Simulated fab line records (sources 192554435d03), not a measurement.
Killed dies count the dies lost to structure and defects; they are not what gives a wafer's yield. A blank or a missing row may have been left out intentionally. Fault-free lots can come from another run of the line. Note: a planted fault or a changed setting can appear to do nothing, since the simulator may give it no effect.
fab line records	flow n5-finfet
[record] lots = 9	wafers = 25	last-day = 18
route steps=1938 shown BEOL_M4@1058 PASSIVATION@1936
lots with no fault: from the same line, run without faults
start-h: start of the lot's first displayed wafer, in hours after the record's first day	wait-h: time in hours since the lot's previous step	" as in the row above	L1.1+2: a single row standing in for several wafers	- no value, or no start was given	* or withheld: withheld	< > ~ a bound
route shown NAME@n: NAME is a module with steps in the file, n the number in the route of the first one	usual: average and standard deviation across the fault-free wafers	same: alike in all rows	chamber/n: place in a boat	sites: the reading at each site	_std_site: the standard deviation of these	_edge_site: the outer-site mean with the inner-site mean subtracted	radius-mm: for every site, how far away it sits from the centre of the wafer	mask NAME#n: copy n	behind: tool/chamber where the wafer was last shaped	hold: reason for holding the lot/hours on hold/outcome of the hold	device: transistor that didn't switch, given as n, p or np	end of line: the route-end tests of the same wafers	a step with no rows: only its recipe	killed: not the wafer's yield, but the dies lost to structure and defects at the first sort	map: the dies of a wafer, with x for killed, . for not killed, _ for no die there
set.NAME: the setting that was run; set.NAME@STEP: the one run at that earlier step	model.NAME: the simulator's own value behind a step, which no gauge read
route steps across a sampled set of lots; one table per step, one row per wafer
services: the hour from which a tool's chamber was out of use, counted from the record's first day as start-h (under 0 if before that day), plus the number of hours and why
[[steps]]
[step N5_BEOL_M4_INSPECT_30]
[recipe] mode = adi	inspect-instrument = brightfield
[usual] raw-defect-count = 448/83
lot.wafer	tool	chamber	start-h	wait-h	raw-defect-count
L445.3	defect-inspect-02	-	187.62	0.0	515
L445.4	"	-	"	"	357
L445.5	"	-	"	"	398
L446.3	defect-inspect-01	-	191.50	0.0	444
L446.4	"	-	"	"	449
L446.6	"	-	"	"	575
L447.1	defect-inspect-01	-	194.77	0.1	367
L447.2	"	-	"	"	380
L447.5	"	-	"	"	432
L449.1	defect-inspect-01	-	201.53	0.1	453
L449.4	"	-	"	"	409
L449.5	"	-	"	"	391
L453.4	defect-inspect-02	-	203.88	0.0	607
L453.5	"	-	"	"	433
L455.2	defect-inspect-01	-	239.30	0.0	456
L455.5	"	-	"	"	579
L455.6	"	-	"	"	528
L460.3	defect-inspect-01	-	266.72	0.0	367
L460.5	"	-	"	"	378
L468.2	defect-inspect-01	-	302.38	0.0	412
L468.3	"	-	"	"	373
L468.6	"	-	"	"	350
L467.1	defect-inspect-01	-	305.65	0.1	394
L467.3	"	-	"	"	489
L467.5	"	-	"	"	544
[step N5_BEOL_M4_TRENCH_ETCH_37]
[recipe] chemistry = C4F6/O2	target-depth-a = 555.55	target = SiOC	time-s = 29.2	ion-energy-ev = 250	pressure-mtorr = 30	source-w = 355	bias-w = 185	Ar_flow_sccm = 300	C4F6_flow_sccm = 10	O2_flow_sccm = 10
[usual] drypump-motor-current-A = 5.7/0.46	oes-product-au = 0.82/0.084	rf-vpp-V = 664/13	showerhead-plenum-p-Torr = 2.80/0.062	throttle-valve-pct = 20.82/0.27
lot.wafer	tool	chamber	start-h	wait-h	drypump-motor-current-A	oes-product-au	rf-hours-counter-h	rf-vpp-V	showerhead-plenum-p-Torr	throttle-valve-pct
L445.3	rie-diel-01	1	195.49	-	6.3	0.94	5	648	2.79	20.67
L445.4	"	3	"	"	6.1	0.81	83	659	2.77	20.46
L445.5	"	3	"	"	6.1	0.82	-	658	2.77	20.46
L446.3	rie-diel-01	1	198.62	-	6.4	0.94	5	647	2.79	20.65
L446.4	"	0	"	"	4.8	0.68	239	671	2.83	21.36
L446.6	"	3	"	"	6.1	0.82	-	657	2.77	20.45
L447.1	rie-diel-01	1	200.20	-	6.3	0.93	6	649	2.79	20.66
L447.2	"	2	"	"	5.8	0.86	36	666	2.79	20.90
L447.5	"	3	"	"	6.1	0.81	-	657	2.77	20.47
L453.4	rie-diel-01	2	212.09	-	5.8	0.86	39	666	2.78	20.91
L453.5	"	2	"	"	5.8	0.86	-	666	2.78	20.88
L449.1	rie-diel-06	3	238.94	-	6.0	0.65	248	663	2.80	21.18
L449.4	"	1	"	"	5.8	0.68	233	675	2.80	21.02
L449.5	"	3	"	"	6.0	0.65	-	662	2.80	21.20
L455.2	rie-diel-06	2	244.59	-	4.9	0.88	63	688	2.87	21.00
L455.5	"	2	"	"	4.9	0.88	-	689	2.87	21.02
L455.6	"	1	"	"	5.7	0.68	-	674	2.80	21.02
L460.3	rie-diel-01	2	275.57	-	5.8	0.83	62	665	2.77	20.92
L460.5	"	3	"	"	6.1	0.55	-	656	2.75	20.43
L468.2	rie-diel-03	3	317.30	-	5.8	0.74	143	638	2.86	21.11
L468.3	"	1	"	"	5.9	0.85	62	670	2.86	20.34
L468.6	"	0	"	"	5.2	0.68	-	675	2.71	20.91
L467.1	rie-diel-06	2	317.37	-	4.9	0.84	94	689	2.86	21.04
L467.3	"	1	"	"	5.7	0.94	9	672	2.79	20.72
L467.5	"	3	"	"	6.0	0.90	-	661	2.79	20.82
[step N5_BEOL_M4_OCD_MEAS_38]
[usual] trench-depth-nm = 55.5/1.1
lot.wafer	tool	chamber	start-h	wait-h	trench-depth-nm
L445.3	ocd-02	-	195.65	-	53.7
L445.4	"	-	"	"	55.4
L445.5	"	-	"	"	55.0
L446.3	ocd-01	-	198.77	-	55.2
L446.4	"	-	"	"	55.2
L446.6	"	-	"	"	56.1
L447.1	ocd-01	-	200.35	-	55.0
L447.2	"	-	"	"	54.1
L447.5	"	-	"	"	54.6
L453.4	ocd-01	-	212.25	-	53.7
L453.5	"	-	"	"	53.7
L449.1	ocd-01	-	239.09	-	53.5
L449.4	"	-	"	"	56.2
L449.5	"	-	"	"	54.0
L455.2	ocd-01	-	244.75	-	57.5
L455.5	"	-	"	"	57.3
L455.6	"	-	"	"	56.5
L460.3	ocd-02	-	275.72	-	53.7
L460.5	"	-	"	"	28.3
L468.2	ocd-01	-	317.46	-	54.3
L468.3	"	-	"	"	55.6
L468.6	"	-	"	"	54.6
L467.1	ocd-01	-	317.52	-	55.7
L467.3	"	-	"	"	57.4
L467.5	"	-	"	"	56.4
[step N5_BEOL_M4_DEGAS_44]
[recipe] ambient = vacuum	temp-c = 250	time-s = 60
[usual] heater-power-w = 330/35
lot.wafer	tool	chamber	start-h	wait-h	heater-power-w
L445.3	pvd-sputter-01	-	196.04	0.2	388
L445.4	"	-	"	"	315
L445.5	"	-	"	"	391
L446.3	pvd-sputter-02	-	199.43	0.5	328
L446.4	"	-	"	"	309
L446.6	"	-	"	"	302
L447.1	pvd-sputter-03	-	201.01	0.5	317
L447.2	"	-	"	"	374
L447.5	"	-	"	"	376
L453.4	pvd-sputter-01	-	212.46	0.0	312
L453.5	"	-	"	"	323
L449.1	pvd-sputter-01	-	239.70	0.5	309
L449.4	"	-	"	"	314
L449.5	"	-	"	"	384
L455.2	pvd-sputter-01	-	244.95	0.0	305
L455.5	"	-	"	"	378
L455.6	"	-	"	"	255
L460.3	pvd-sputter-01	-	276.35	0.5	315
L460.5	"	-	"	"	322
L468.2	pvd-sputter-01	-	318.19	0.6	311
L468.3	"	-	"	"	270
L468.6	"	-	"	"	381
L467.1	pvd-sputter-01	-	318.27	0.6	261
L467.3	"	-	"	"	311
L467.5	"	-	"	"	312
[step N5_BEOL_M4_ALD_84]
[recipe] material = TaN	target-thk-a = *	temp-c = 275	ald-precursor-family = PDMAT	ald-co-reactant = NH3	pressure-torr = 3	carrier-flow-sccm = 1500	pulse-time-s = 2	purge-time-s = 3	co-reactant-purge-time-s = 2	co-reactant-pulse-time-s = 3	ald-cycles = 30	precursor-vessel-temp-c = 75	precursor-vessel-pressure-torr = 26.25	precursor-vessel-carrier-sccm = 1000
[usual] heater-power-outer-w = 230/20	heater-power-w = 413/34	mfc-carrier-sccm = 1500/5
[same] purge-time-s = 3
lot.wafer	tool	chamber	start-h	wait-h	heater-power-outer-w	heater-power-w	mfc-carrier-sccm
L445.3	ald-metal-02	1	196.14	0.0	225	387	1497
L445.4	"	2	"	"	237	435	1514
L445.5	"	0	"	"	226	419	1493
L446.3	ald-metal-03	2	199.55	0.1	273	486	1500
L446.4	"	2	"	"	279	481	1501
L446.6	"	1	"	"	279	479	1503
L447.1	ald-metal-02	0	201.12	0.0	230	428	1497
L447.2	"	1	"	"	223	379	1495
L447.5	"	1	"	"	220	378	1501
L453.4	ald-metal-02	0	212.71	0.2	227	424	1496
L453.5	"	1	"	"	217	372	1500
L449.1	ald-metal-01	1	240.03	0.3	241	445	1497
L449.4	"	0	"	"	218	402	1500
L449.5	"	0	"	"	220	395	1499
L455.2	ald-metal-02	1	245.05	0.0	223	397	1498
L455.5	"	0	"	"	225	414	1499
L455.6	"	1	"	"	224	383	1497
L460.3	ald-metal-03	2	276.45	0.0	268	479	1497
L460.5	"	1	"	"	282	474	1494
L468.2	ald-metal-02	0	318.31	0.1	227	424	1498
L468.3	"	1	"	"	225	389	1497
L468.6	"	0	"	"	229	427	1496
L467.1	ald-metal-01	3	318.37	0.0	246	439	1501
L467.3	"	2	"	"	195	362	1491
L467.5	"	0	"	"	220	399	1493
[step N5_BEOL_M4_THK_MEAS_53]
[recipe] thk-meas-gauge = xrf	reads = Cu_of_BEOL_M4_ECD_50
[usual] M4_THK = 39.6/1.6
lot.wafer	tool	chamber	start-h	wait-h	M4_THK[nm]
L445.3	film-metro-02	-	199.47	-	38.4
L445.4	"	-	"	"	39.6
L445.5	"	-	"	"	40.7
L446.3	film-metro-02	-	203.96	-	39.7
L446.4	"	-	"	"	41.0
L446.6	"	-	"	"	40.2
L447.1	film-metro-02	-	205.04	-	37.4
L447.2	"	-	"	"	39.0
L447.5	"	-	"	"	38.2
L453.4	film-metro-02	-	217.08	-	36.6
L453.5	"	-	"	"	38.5
L449.1	film-metro-01	-	244.60	-	37.1
L449.4	"	-	"	"	39.4
L449.5	"	-	"	"	37.4
L455.2	film-metro-01	-	248.25	-	42.2
L455.5	"	-	"	"	40.5
L455.6	"	-	"	"	40.7
L460.3	film-metro-01	-	279.83	-	36.9
L460.5	"	-	"	"	12.8
L468.2	film-metro-02	-	321.47	-	37.5
L468.3	"	-	"	"	36.8
L468.6	"	-	"	"	37.9
L467.1	film-metro-01	-	321.70	-	41.7
L467.3	"	-	"	"	40.5
L467.5	"	-	"	"	40.6
[step N5_BEOL_M4_RS_MEAS_58]
[recipe] thk-meas-gauge = four-point-probe	reads = Co_of_BEOL_M4_CO_CAP_55+Cu_of_BEOL_M4_ECD_50+Co_of_BEOL_M4_CVD_47+TaN_of_BEOL_M4_ALD_84
[usual] M4_RS = 0.67/0.034
lot.wafer	tool	chamber	start-h	wait-h	M4_RS[ohm/sq]
L445.3	film-metro-01	-	199.73	0.1	0.69
L445.4	"	-	"	"	0.66
L445.5	"	-	"	"	0.64
L446.3	film-metro-01	-	204.22	0.1	0.67
L446.4	"	-	"	"	0.64
L446.6	"	-	"	"	0.66
L447.1	film-metro-01	-	205.30	0.0	0.73
L447.2	"	-	"	"	0.68
L447.5	"	-	"	"	0.70
L453.4	film-metro-01	-	217.34	0.0	0.74
L453.5	"	-	"	"	0.70
L449.1	film-metro-01	-	244.86	0.0	0.72
L449.4	"	-	"	"	0.66
L449.5	"	-	"	"	0.71
L455.2	film-metro-02	-	248.51	0.1	0.61
L455.5	"	-	"	"	0.64
L455.6	"	-	"	"	0.64
L460.3	film-metro-01	-	280.09	0.1	0.73
L460.5	"	-	"	"	3.15
L468.2	film-metro-02	-	321.73	0.1	0.71
L468.3	"	-	"	"	0.73
L468.6	"	-	"	"	0.71
L467.1	film-metro-02	-	321.96	0.0	0.63
L467.3	"	-	"	"	0.65
L467.5	"	-	"	"	0.65
[step N5_BEOL_M4_RC_MEAS_101]
[usual] DIBL_N = 35.6/1.7	DIBL_P = 35.0/2	IOFF_N = 0.148/0.027	IOFF_P = 0.19/0.032	ION_N = 671/14	ION_P = 460/9.1	SS_N = 71.3/0.62	SS_P = 73.0/0.64	VT_N = 251/3.2	VT_P = -251.5/2.9
lot.wafer	tool	chamber	start-h	wait-h	DIBL_N[mV/V]	DIBL_P[mV/V]	IOFF_N[nA/um]	IOFF_P[nA/um]	ION_N[uA/um]	ION_P[uA/um]	SS_N[mV/dec]	SS_P[mV/dec]	VT_N[mV]	VT_P[mV]
L445.3	prober-02	0	200.09	0.3	36.1	37.1	0.174	0.20	701	470	71.1	73.9	248	-252.5
L445.4	"	0	"	"	35.4	37.2	0.150	0.19	673	460	70.9	73.9	252	-249.9
L445.5	"	0	"	"	35.2	35.8	0.148	0.17	678	464	71.2	73.1	251	-251.1
L446.3	prober-02	0	204.58	0.3	34.3	32.1	0.130	0.17	663	456	71.3	73.1	250	-252.0
L446.4	"	0	"	"	35.7	34.3	0.156	0.20	696	474	71.2	72.7	248	-251.6
L446.6	"	0	"	"	33.8	31.4	0.123	0.16	671	462	71.0	72.7	254	-250.1
L447.1	prober-01	0	205.35	0.0	33.6	31.9	0.105	0.15	636	438	70.7	72.2	258	-257.1
L447.2	"	0	"	"	34.8	34.4	0.125	0.18	660	452	70.5	73.2	251	-251.7
L447.5	"	0	"	"	35.2	33.7	0.122	0.17	650	452	70.6	72.0	254	-253.8
L453.4	prober-02	0	217.85	0.5	35.9	36.2	0.157	0.23	663	458	71.7	73.0	250	-249.4
L453.5	"	0	"	"	35.4	35.7	0.155	0.22	680	465	71.7	72.7	249	-250.6
L449.1	prober-01	0	244.91	0.0	33.9	34.3	0.132	0.17	655	446	70.6	72.2	255	-254.2
L449.4	"	0	"	"	31.4	32.1	0.109	0.15	667	453	70.2	71.5	253	-253.2
L449.5	"	0	"	"	32.5	33.4	0.121	0.16	668	458	70.2	72.0	252	-253.3
L455.2	prober-01	0	249.09	0.6	34.4	36.7	0.149	0.25	679	471	71.1	74.1	249	-246.7
L455.5	"	0	"	"	31.1	31.3	0.094	0.16	650	460	71.0	71.8	257	-249.5
L455.6	"	0	"	"	35.0	36.3	0.163	0.24	687	472	71.4	73.4	248	-247.2
L460.3	prober-01	0	280.45	0.3	33.8	31.8	0.117	0.17	660	452	71.2	72.4	252	-252.6
L468.2	prober-02	0	321.94	0.2	37.7	37.6	0.200	0.22	701	468	71.8	74.1	246	-253.1
L468.3	"	0	"	"	35.9	35.5	0.155	0.19	679	458	71.2	73.3	249	-251.3
L468.6	"	0	"	"	36.3	36.0	0.166	0.20	681	456	71.3	73.6	245	-250.3
L467.1	prober-01	0	322.01	0.0	37.0	37.4	0.156	0.22	677	472	71.3	73.3	250	-251.2
L467.3	"	0	"	"	36.2	35.8	0.144	0.18	680	464	71.2	72.3	251	-253.6
L467.5	"	0	"	"	34.6	33.7	0.120	0.16	668	462	69.9	72.6	254	-252.9
[step N5_PASSIVATION_PROBE_49]
[usual] defect-limited-yield = 91.2/1.6	killed_at_M0_to_M3 = 35/11	killed_at_M4_up = 14/5.4	killed-at-contacts = 13/6	killed-at-front-end = 38/11	killed-at-other = 3.4/2.6	killed-dies = 104/19	killed-on-rim = 13/3.9	killed-open = 68/13	killed-short = 34/8.5	sort_bin_5_function = 5.1/1	sort_bin_6_memory = 3.3/0.72	sort_bin_8_speed = 0.1/0.9	sort-n-pass = 1075/22	sort-yield-pct = 91.1/1.9
[same] gross-dies = 1180	killed-at-back-side = 0	sort_bin_4_leakage[%] = 0
lot.wafer	tool	chamber	start-h	wait-h	defect-limited-yield[%]	killed_at_M0_to_M3	killed_at_M4_up	killed-at-contacts	killed-at-front-end	killed-at-other	killed-dies	killed-on-rim	killed-open	killed-short	sort_bin_5_function[%]	sort_bin_6_memory[%]	sort_bin_8_speed[%]	sort-n-pass	sort-yield-pct[%]
L460.3	prober-02	-	389.48	0.1	89.7	42	13	5	56	5	121	14	90	31	6.0	4.0	0	1059	89.7
L460.5	prober-02	-	389.58	0.2	0.6	24	1077	26	42	4	1173	152	80	32	95.4	3.6	0	7	0.6
// killed by level:class
L460.3 STI_FIN_REVEAL:geometric-particle:open=19 BEOL_M2:geometric-particle:open=12 GATE_CUT:geometric-particle:short=9 BEOL_M0_SAQP:geometric-particle:open=7 BEOL_M0:geometric-particle:open=6 BEOL_M0_SAQP:geometric-particle:short=5 BEOL_M4:geometric-particle:open=5 STARTING-WAFER:geometric-particle:open=5
L460.5 BEOL_M4:area-ecd=1057 MOL_CONTACT_COAG:geometric-particle:open=21 BEOL_M4:geometric-particle:open=11 STI_FIN_REVEAL:geometric-particle:open=9 BEOL_M2:geometric-particle:open=9 FIN_SAQP:geometric-particle:short=6 DUMMY_GATE:geometric-particle:open=6 GATE_CUT:geometric-particle:short=5
[[services]]
tool	chamber	start-h	hours	kind
ald-metal-02	-	180.95	6.0	pm
ald-metal-03	0	192.97	25.3	repair
ald-metal-02	3	194.06	22.0	repair
rie-diel-03	2	201.74	28.7	repair
pvd-sputter-02	-	207.13	4.6	repair
rie-diel-06	1	214.36	13.2	repair
rie-diel-03	-	219.88	28.1	pm
ald-metal-02	-	233.95	8.7	pm
rie-diel-01	0	238.87	-	clean
rie-diel-01	0	238.87	-	consumable-replace:focus-ring
rie-diel-01	0	238.87	17.9	scheduled-down
rie-diel-01	0	238.87	17.9	vent-cycle
pvd-sputter-03	-	239.40	1.2	repair
rie-diel-06	3	242.28	-	clean
rie-diel-06	3	242.28	-	consumable-replace:focus-ring
rie-diel-06	3	242.28	19.6	scheduled-down
rie-diel-06	3	242.28	19.6	vent-cycle
ald-metal-02	2	246.00	30.5	repair
rie-diel-06	1	282.21	-	clean
rie-diel-06	1	282.21	-	consumable-replace:focus-ring
rie-diel-06	1	282.21	13.8	scheduled-down
ald-metal-02	1	292.96	3.3	repair
rie-diel-01	2	306.55	1.8	repair
rie-diel-01	-	317.64	2.8	pm
[[key]]
[first-sign] step = N5_BEOL_M4_TRENCH_ETCH_37	reading = oes-product-au	direction = down	sigmas = 3.1	usual = 0.82	struck = 0.55
[effect] step = N5_BEOL_M4_OCD_MEAS_38	reading = trench-depth-nm	direction = down	sigmas = 25	usual = 55.5	struck = 28.3
[effect] step = N5_BEOL_M4_THK_MEAS_53	reading = M4_THK	direction = down	sigmas = 17	usual = 39.6	struck = 12.8
[effect] step = N5_BEOL_M4_RS_MEAS_58	reading = M4_RS	direction = up	sigmas = 73	usual = 0.67	struck = 3.15
[effect] step = N5_PASSIVATION_PROBE_49	reading = killed_at_M4_up	direction = up	sigmas = 99+	usual = 14	struck = 1077
[more-kills-born-at] N5_BEOL_M4_ECD_50@ecd-cu-01 = 1057
met-at N5_BEOL_M4_TRENCH_ETCH_37
struck-lots L460
struck-wafers L460.5
later-rows-left-out L460.5
not-acting-at N5_BEOL_M4_INSPECT_30,N5_BEOL_M4_DEGAS_44,N5_BEOL_M4_ALD_84
onset-between 212.09 275.57
[fault] kind = process-parameter-drift	tool = rie-diel-01	chamber = -	onset-h = 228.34	steps = N5_BEOL_M4_TRENCH_ETCH_37	channel = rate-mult	offset = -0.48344	shape = step	end-h = 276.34	scope = struck-wafers-only
// later-rows-left-out: the simulator's readings of these wafers behind a module that went badly wrong aren't trusted and aren't shown, but for the sort
